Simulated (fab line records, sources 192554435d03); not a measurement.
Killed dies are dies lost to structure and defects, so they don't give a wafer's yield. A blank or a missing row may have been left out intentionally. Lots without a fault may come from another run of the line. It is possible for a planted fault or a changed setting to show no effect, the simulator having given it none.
fab line records	flow n5_finfet
record: lots: 6	wafers: 17	last_day: 18
route steps=1938 shown HKMG_FIN@454 GATE_CUT@465 BEOL_M4@1111 PASSIVATION@1936
lots untouched by any fault: they come from a run of this same line in which no faults occurred
start_h: hours from the record's opening day to when the first of the lot's shown wafers began	wait_h: hours since the lot's step before	" as in the row above	L1.1+2: a row that stands for several wafers	- either no value or no given start	* or withheld: withheld	< > ~ a bound
route shown NAME@n: names a module that has steps shown in the file, with the first one's number in the route	usual: mean and standard deviation over wafers with no fault	same: alike in all rows	chamber/n: place in a boat	sites: the reading at each site	_std_site: standard deviation of those values	_edge_site: the outer-site mean with the inner-site mean subtracted	radius_mm: for every site, how far away it sits from the centre of the wafer	mask NAME#n: copy n	behind: the tool/chamber that last shaped the wafer	hold: the reason the lot was held/the length of the hold in hours/how it ended	device: names the non-switching transistor (n, p or np)	end of line: the tests these same wafers got at the end of their route	a step without rows: its recipe alone	killed: at the first sort, the dies lost to defects and structure; wafer yield is something else	map: a wafer's dies, marking killed ones x, the rest . and places with no die _
set.NAME: the setting the step ran with; set.NAME@STEP: the setting that earlier step ran with	model.NAME: the simulator's own value behind a step, which no gauge read
lots at selected steps of the route; one table per step, one row per wafer
services: the hour from which a tool's chamber was out of use, counted from the record's first day as start_h (under 0 if before that day), plus the number of hours and why
== steps ==
step: N5_HKMG_FIN_ETCHBACK_68
recipe: chemistry: Cl2/Ar	stop_on: HfO2	target_depth_a: 5	pressure_mtorr: 10	icp_w: 600	bias_w: 60	Cl2_flow_sccm: 40	Ar_flow_sccm: 60
step: N5_HKMG_FIN_STRIP_69
recipe: chemistry: N2/H2	power_w: 2500	temp_c: 300	h2_frac: 0.65	time_s: 360	pressure_mtorr: withheld	n2_flow_sccm: 1750	h2_flow_sccm: 3250
usual: drypump_motor_current_A: 6.0/0.58	heater_power_w: 460/20
lot.wafer	tool	chamber	start_h	wait_h	drypump_motor_current_A	heater_power_w	rf_hours_counter_h
L614.1	plasma_asher-02	0	109.67	0.1	5.1	466	35
L614.5	"	0	"	"	5.1	477	-
L614.6	"	1	"	"	6.5	441	-
L618.1	plasma_asher-01	1	132.25	0.1	6.1	453	117
L618.4	"	1	"	"	6.1	441	-
L618.5	"	1	"	"	6.1	459	-
L621.1	plasma_asher-02	0	154.50	0.1	5.1	474	44
L621.2	"	1	"	"	6.5	438	44
L630.1	plasma_asher-02	1	205.37	0.1	6.5	427	54
L630.2	"	0	"	"	5.1	461	54
L630.3	"	0	"	"	5.1	478	-
L631.2	plasma_asher-02	1	210.64	0.1	6.5	433	55
L631.4	"	1	"	"	6.5	435	-
L631.6	"	1	"	"	6.5	437	-
L632.1	plasma_asher-01	0	217.04	0.1	6.4	480	134
L632.3	"	1	"	"	6.1	452	-
L632.6	"	0	"	"	6.4	474	-
step: N5_HKMG_FIN_ALD_21
recipe: material: TiN	target_thk_a: 15	temp_c: 400	ald_precursor_family: TiCl4	ald_co_reactant: NH3	pulse_time_s: 1	purge_time_s: 3	co_reactant_purge_time_s: 2	co_reactant_pulse_time_s: 2	ald_cycles: 68	pressure_torr: 3
usual: heater_power_w: 894/67	precursor_pulse_height_rel: 1.000/0.02
lot.wafer	tool	chamber	start_h	wait_h	heater_power_w	precursor_pulse_height_rel
L614.1	ald_metal-02	0	110.06	0.3	753	1.004
L614.5	"	2	"	"	981	0.991
L614.6	"	1	"	"	923	1.021
L618.1	ald_metal-03	1	132.64	0.3	925	1.014
L618.4	"	1	"	"	927	0.975
L618.5	"	3	"	"	923	0.972
L621.1	ald_metal-03	2	154.90	0.3	890	1.006
L621.2	"	0	"	"	993	1.005
L630.1	ald_metal-02	3	205.76	0.3	834	0.989
L630.2	"	0	"	"	738	1.006
L630.3	"	1	"	"	953	1.007
L631.2	ald_metal-01	3	211.02	0.3	858	1.025
L631.4	"	0	"	"	898	0.970
L631.6	"	0	"	"	897	0.984
L632.1	ald_metal-01	3	217.42	0.3	883	0.980
L632.3	"	1	"	"	960	1.039
L632.6	"	0	"	"	864	1.021
step: N5_HKMG_FIN_ALD_72
recipe: material: W	target_thk_a: 20	temp_c: 300	pressure_torr: 7.5	ald_precursor_family: WF6	ald_co_reactant: B2H6	pulse_time_s: 1	purge_time_s: 2	co_reactant_purge_time_s: 2	co_reactant_pulse_time_s: 3	ald_cycles: 7
step: N5_HKMG_FIN_W_FILL_22
recipe: material: W	target_thk_a: 600	temp_c: 400	pressure_torr: 39.4	time_s: 18.2
usual: heater_power_w: 800/53	throttle_valve_pct: 19.6/0.61
lot.wafer	tool	chamber	start_h	wait_h	heater_power_w	throttle_valve_pct
L614.1	cvd_w-01	1	110.48	0.0	896	20.2
L614.5	"	0	"	"	730	20.3
L614.6	"	1	"	"	891	20.1
L618.1	cvd_w-02	1	133.06	0.0	767	19.6
L618.4	"	0	"	"	794	19.1
L618.5	"	0	"	"	811	18.8
L621.1	cvd_w-02	1	155.33	0.0	792	19.8
L621.2	"	0	"	"	803	18.8
L630.1	cvd_w-01	1	206.18	0.0	898	20.1
L630.2	"	0	"	"	747	20.5
L630.3	"	0	"	"	729	20.4
L631.2	cvd_w-01	0	211.46	0.0	743	20.8
L631.4	"	1	"	"	922	20.0
L631.6	"	1	"	"	915	20.4
L632.1	cvd_w-02	0	217.85	0.0	793	18.8
L632.3	"	1	"	"	798	19.6
L632.6	"	1	"	"	794	19.9
step: N5_HKMG_FIN_PRECLEAN_83
recipe: chemistry: DIW	time_s: 57.5	temp_c: 23
step: N5_HKMG_FIN_SRD_84
recipe: dry_time_s: 32	dry: n2_spin	spin_rpm: 1500
step: N5_HKMG_FIN_CMP_23
recipe: stop_on: SiNx	t_overpolish_s: 10	post_cmp_clean: rinse_only	down_force_psi: 4	platen_rpm: 50.289	pad_velocity_m_s: 1.0006	target_thk_nm: 46.326
usual: motor_current_A: 12.5/1.7	overpolish_run_s: 9.999/0.013	time_to_endpoint_s: 11.6/2.7
lot.wafer	tool	chamber	start_h	wait_h	motor_current_A	overpolish_run_s	time_to_endpoint_s
L614.1	cmp-03	0	110.75	0.2	11.3	9.993	6.8
L614.6	"	2	"	"	11.8	9.999	6.9
L614.5	"	3	"	"	9.9	10.003	12.4
L618.1	cmp-01	3	133.17	0.0	16.5	9.993	13.8
L618.4	"	1	"	"	12.9	9.993	9.0
L618.5	"	0	"	"	12.9	9.998	10.3
L621.1	cmp-03	3	155.44	0.0	9.8	10.000	13.1
L621.2	"	1	"	"	12.4	10.008	14.3
L630.3	cmp-01	0	206.32	0.0	12.3	9.986	13.6
L630.2	"	1	"	"	13.1	10.005	12.9
L630.1	"	3	"	"	15.9	10.007	15.0
L631.4	cmp-01	2	211.71	0.2	13.4	10.006	13.3
L631.2	"	3	"	"	15.3	9.996	15.6
L631.6	"	1	"	"	13.4	9.976	10.6
L632.3	cmp-03	1	217.96	0.0	13.3	9.994	16.6
L632.1	"	3	"	"	10.1	9.995	14.2
L632.6	"	1	"	"	12.9	10.000	17.1
step: N5_HKMG_FIN_CMP_94
recipe: stop_on: SiNx	post_cmp_clean: w_dilute_nh4oh	t_overpolish_s: 4.7	down_force_psi: 4	platen_rpm: 50.289	pad_velocity_m_s: 1.0006	target_thk_nm: 43.299
step: N5_HKMG_FIN_INSPECT_28
recipe: inspect_instrument: darkfield	mode: post_cmp
usual: raw_defect_count: 41/15
lot.wafer	tool	chamber	start_h	wait_h	raw_defect_count
L614.1	defect_inspect-01	-	111.30	0.0	27
L614.5	"	-	"	"	32
L614.6	"	-	"	"	31
L618.1	defect_inspect-02	-	133.88	0.0	59
L618.4	"	-	"	"	65
L618.5	"	-	"	"	26
L621.1	defect_inspect-02	-	156.15	0.0	56
L621.2	"	-	"	"	49
L630.1	defect_inspect-01	-	207.03	0.0	60
L630.2	"	-	"	"	38
L630.3	"	-	"	"	41
L631.2	defect_inspect-01	-	212.34	0.0	29
L631.4	"	-	"	"	42
L631.6	"	-	"	"	9
L632.1	defect_inspect-02	-	218.67	0.0	35
L632.3	"	-	"	"	30
L632.6	"	-	"	"	28
step: N5_GATE_CUT_ETCHBACK_00
recipe: chemistry: SF6/Cl2	target: W	pressure_mtorr: 8	icp_w: 900	bias_w: 80	SF6_flow_sccm: 40	Cl2_flow_sccm: 60
usual: SF6_flow_sccm: 40.00/0.12	drypump_motor_current_A: 5.5/0.34	oes_product_au: 0.74/0.091	throttle_valve_pct: 27.5/0.34
lot.wafer	tool	chamber	start_h	wait_h	SF6_flow_sccm	drypump_motor_current_A	oes_product_au	rf_hours_counter_h	throttle_valve_pct
L614.1	rie_metal-01	1	111.34	0.0	39.85	5.3	0.81	23	27.5
L614.5	"	1	"	"	40.04	5.3	0.83	-	27.4
L614.6	"	0	"	"	39.98	5.9	0.65	-	27.9
L618.1	rie_metal-01	1	133.92	0.0	39.84	5.3	0.82	25	27.5
L618.4	"	0	"	"	39.94	5.8	0.66	-	27.9
L618.5	"	0	"	"	39.88	5.9	0.66	-	27.9
L621.1	rie_metal-03	1	156.18	0.0	40.04	6.0	0.80	37	26.8
L621.2	"	0	"	"	39.96	5.6	0.62	118	27.5
L630.1	rie_metal-03	1	207.06	0.0	39.90	6.0	0.78	42	26.8
L630.2	"	0	"	"	40.23	5.6	0.60	123	27.5
L630.3	"	0	"	"	39.99	5.6	0.60	-	27.6
L631.2	rie_metal-03	1	212.38	0.0	40.14	6.0	0.78	43	26.9
L631.4	"	1	"	"	39.96	6.0	0.78	-	26.9
L631.6	"	1	"	"	39.87	6.0	0.78	-	26.8
L632.1	rie_metal-01	0	218.70	0.0	40.27	5.9	0.66	89	27.9
L632.3	"	0	"	"	40.12	5.9	0.65	-	27.9
L632.6	"	0	"	"	39.96	5.9	0.65	-	27.9
step: N5_GATE_CUT_ETCH_56
recipe: chemistry: Cl2/Ar	target: TiN	target_depth_a: 216	pressure_mtorr: 10	icp_w: 600	bias_w: 60	Cl2_flow_sccm: 40	Ar_flow_sccm: 60
usual: drypump_motor_current_A: 5.5/0.34	mfc_ar_sccm: 59.99/0.17	mfc_cl2_sccm: 40.01/0.13	oes_product_au: 0.74/0.097	throttle_valve_pct: 20.8/0.32
lot.wafer	tool	chamber	start_h	wait_h	drypump_motor_current_A	mfc_ar_sccm	mfc_cl2_sccm	oes_product_au	rf_hours_counter_h	throttle_valve_pct
L614.1	rie_metal-01	1	111.46	0.1	5.3	60.14	40.07	0.84	23	20.6
L614.5	"	1	"	"	5.3	59.82	40.01	0.84	-	20.6
L614.6	"	0	"	"	5.8	59.95	39.97	0.67	-	21.1
L618.1	rie_metal-01	1	134.04	0.1	5.3	60.27	39.93	0.85	25	20.6
L618.4	"	0	"	"	5.9	59.96	40.11	0.66	-	21.1
L618.5	"	0	"	"	5.9	60.07	40.06	0.67	-	21.1
L621.1	rie_metal-03	1	156.30	0.1	6.0	60.39	39.83	0.79	37	20.2
L621.2	"	0	"	"	5.6	60.12	40.03	0.62	118	21.1
L630.1	rie_metal-03	1	207.18	0.1	6.0	59.98	35.13	0.77	42	19.6
L630.2	"	0	"	"	5.6	59.74	35.16	0.60	123	20.5
L630.3	"	0	"	"	5.6	59.94	35.28	0.60	-	20.5
L631.2	rie_metal-03	1	212.50	0.1	6.0	59.73	34.93	0.76	43	19.7
L631.4	"	1	"	"	6.0	59.91	35.10	0.76	-	19.6
L631.6	"	1	"	"	6.0	60.17	35.14	0.77	-	19.7
L632.1	rie_metal-01	0	218.94	0.2	5.9	59.90	39.94	0.66	89	21.1
L632.3	"	0	"	"	5.9	59.79	40.02	0.66	-	21.1
L632.6	"	0	"	"	5.9	59.83	40.16	0.66	-	21.1
step: N5_GATE_CUT_ETCHBACK_30
recipe: chemistry: Cl2/Ar	target: TiN	target_depth_a: 30	mode: isotropic	pressure_mtorr: 10	icp_w: 600	bias_w: 60	Cl2_flow_sccm: 40	Ar_flow_sccm: 60
step: N5_BEOL_M4_RC_MEAS_101
usual: DIBL_N: 36.2/2.2	DIBL_P: 36.5/3	IOFF_N: 0.16/0.039	IOFF_P: 0.22/0.047	ION_N: 675/15	ION_P: 463/10	SS_N: 71.6/0.71	SS_P: 73.4/0.94	VT_N: 250/3.6	VT_P: -250/3.9
lot.wafer	tool	chamber	start_h	wait_h	DIBL_N[mV/V]	DIBL_P[mV/V]	IOFF_N[nA/um]	IOFF_P[nA/um]	ION_N[uA/um]	ION_P[uA/um]	SS_N[mV/dec]	SS_P[mV/dec]	VT_N[mV]	VT_P[mV]
L614.1	prober-01	0	189.21	0.0	38.1	37.1	0.20	0.24	677	459	71.7	73.6	246	-247
L614.5	"	0	"	"	36.4	34.5	0.16	0.20	662	455	71.9	72.7	249	-251
L614.6	"	0	"	"	37.4	37.4	0.17	0.26	683	471	71.5	72.5	248	-246
L618.1	prober-02	0	222.86	0.0	33.1	32.1	0.11	0.11	643	434	70.9	71.8	257	-260
L618.4	"	0	"	"	38.7	40.7	0.19	0.22	671	450	71.9	74.5	248	-252
L618.5	"	0	"	"	38.0	39.7	0.19	0.20	668	443	71.7	73.8	248	-255
L621.1	prober-02	0	248.27	0.0	33.4	32.0	0.12	0.16	676	463	71.4	72.1	253	-251
L621.2	"	0	"	"	36.8	36.9	0.19	0.26	703	484	72.2	73.4	248	-244
L630.1	prober-01	0	289.05	0.0	36.6	38.2	0.16	0.21	672	454	72.0	73.7	250	-252
L630.2	"	0	"	"	35.8	37.8	0.14	0.20	690	470	71.6	73.6	250	-253
L630.3	"	0	"	"	38.8	39.8	0.19	0.23	682	459	72.3	73.3	249	-249
L631.2	prober-02	0	317.39	0.2	36.9	35.4	0.16	0.19	691	472	70.5	73.5	251	-252
L631.4	"	0	"	"	36.2	34.3	0.13	0.17	653	449	72.0	73.8	252	-253
L631.6	"	0	"	"	39.9	39.3	0.20	0.25	684	471	72.5	74.0	248	-251
L632.1	prober-01	0	320.94	0.0	35.6	36.6	0.16	0.21	669	460	72.2	72.8	250	-250
L632.3	"	0	"	"	35.7	37.9	0.18	0.23	693	476	71.6	73.7	247	-250
L632.6	"	0	"	"	36.3	39.2	0.19	0.26	685	473	72.2	73.8	248	-248
step: N5_PASSIVATION_PROBE_49
usual: defect_limited_yield: 91.5/1.5	killed_at_M0_to_M3: 32/10	killed_at_M4_up: 13/4.9	killed_at_contacts: 13/6.1	killed_at_front_end: 38/11	killed_at_other: 3/3.2	killed_dies: 101/18	killed_open: 66/13	killed_short: 32/8.3	sort_bin_5_function: 5.0/1	sort_bin_6_memory: 3.2/0.74	sort_bin_8_speed: 0.1/1.1	sort_n_pass: 1078/22
same: gross_dies: 1180	killed_at_back_side: 0	sort_bin_4_leakage[%]: 0
lot.wafer	tool	chamber	start_h	wait_h	defect_limited_yield[%]	killed_at_M0_to_M3	killed_at_M4_up	killed_at_contacts	killed_at_front_end	killed_at_other	killed_dies	killed_open	killed_short	sort_bin_5_function[%]	sort_bin_6_memory[%]	sort_bin_8_speed[%]	sort_n_pass
L630.1	prober-02	-	402.51	0.0	92.8	19	18	6	41	1	85	56	28	4.0	2.9	0	1095
L630.2	prober-02	-	402.56	0.1	90.9	31	20	16	36	4	107	74	30	5.2	3.9	0	1073
L630.3	prober-02	-	402.61	0.1	90.2	29	10	8	68	1	116	60	37	4.8	3.3	0	1064
killed by level:class
L630.1 FIN_SAQP:geometric_particle:open=10 FIN_SAQP:geometric_particle:short=7 STI_FIN_REVEAL:geometric_particle:open=6 MOL_CONTACT_COAG:geometric_particle:open=5 BEOL_M0_SAQP:geometric_particle:open=5 BEOL_M3:geometric_particle:open=5 BEOL_M4:geometric_particle:open=4 STARTING-WAFER:geometric_particle:open=4
L630.2 MOL_CONTACT_COAG:geometric_particle:open=16 FIN_SAQP:geometric_particle:open=10 BEOL_M4:geometric_particle:open=10 BEOL_M2:geometric_particle:open=9 BEOL_M0_SAQP:geometric_particle:open=8 FIN_SAQP:geometric_particle:short=7 BEOL_M0_SAQP:geometric_particle:short=6 BEOL_M4:geometric_particle:short=5
L630.3 STI_FIN_REVEAL:geometric_particle:open=17 HKMG_FIN:area_etch=14 MOL_CONTACT_COAG:geometric_particle:open=8 GATE_CUT:geometric_particle:short=7 BEOL_M0_SAQP:geometric_particle:short=7 FIN_SAQP:geometric_particle:short=6 FIN_SAQP:geometric_particle:open=5 STARTING-WAFER:geometric_particle:open=5
== services ==
tool	chamber	start_h	hours	kind
cmp-01	-	110.09	5.6	pm
ald_metal-03	0	129.53	9.1	repair
cmp-01	-	135.99	0.7	repair
cvd_w-02	-	136.19	0.2	repair
ald_metal-03	1	143.57	3.7	repair
rie_metal-01	-	143.73	22.0	repair
ald_metal-02	-	148.91	8.7	pm
plasma_asher-01	-	149.55	4.3	pm
plasma_asher-02	-	181.89	0.8	repair
rie_metal-01	1	183.54	40.6	repair
ald_metal-01	-	188.19	2.3	repair
cmp-03	-	198.74	14.5	pm
cvd_w-02	1	209.79	-	calibration
cvd_w-02	-	211.13	0.9	repair
cmp-01	-	214.55	4.0	pm
cmp-01	-	218.55	-	consumable_replace:conditioner
cmp-01	-	218.55	-	consumable_replace:pad
== key ==
first_sign: step: N5_GATE_CUT_ETCH_56	reading: mfc_cl2_sccm	direction: down	sigmas: 38	usual: 40.01	struck: 35.12
effect none on later readings
met_at N5_GATE_CUT_ETCH_56
struck_wafers L630.1,L630.2,L630.3,L631.2,L631.4,L631.6
baseline_loss: step: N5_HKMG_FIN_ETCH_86	wafers: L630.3
onset_between 156.30 207.18
fault: kind: process_parameter_drift	tool: rie_metal-03	chamber: -	onset_h: 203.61	steps: N5_GATE_CUT_ETCH_56	channel: Cl2_flow_sccm	offset: -4.867	shape: step	end_h: 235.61	acts_in: these_recipes_only	stated: 40
baseline_loss: these wafers lose ten dies or more at that step, a loss of the line's own and not of a fault; the sort's usual values leave them out
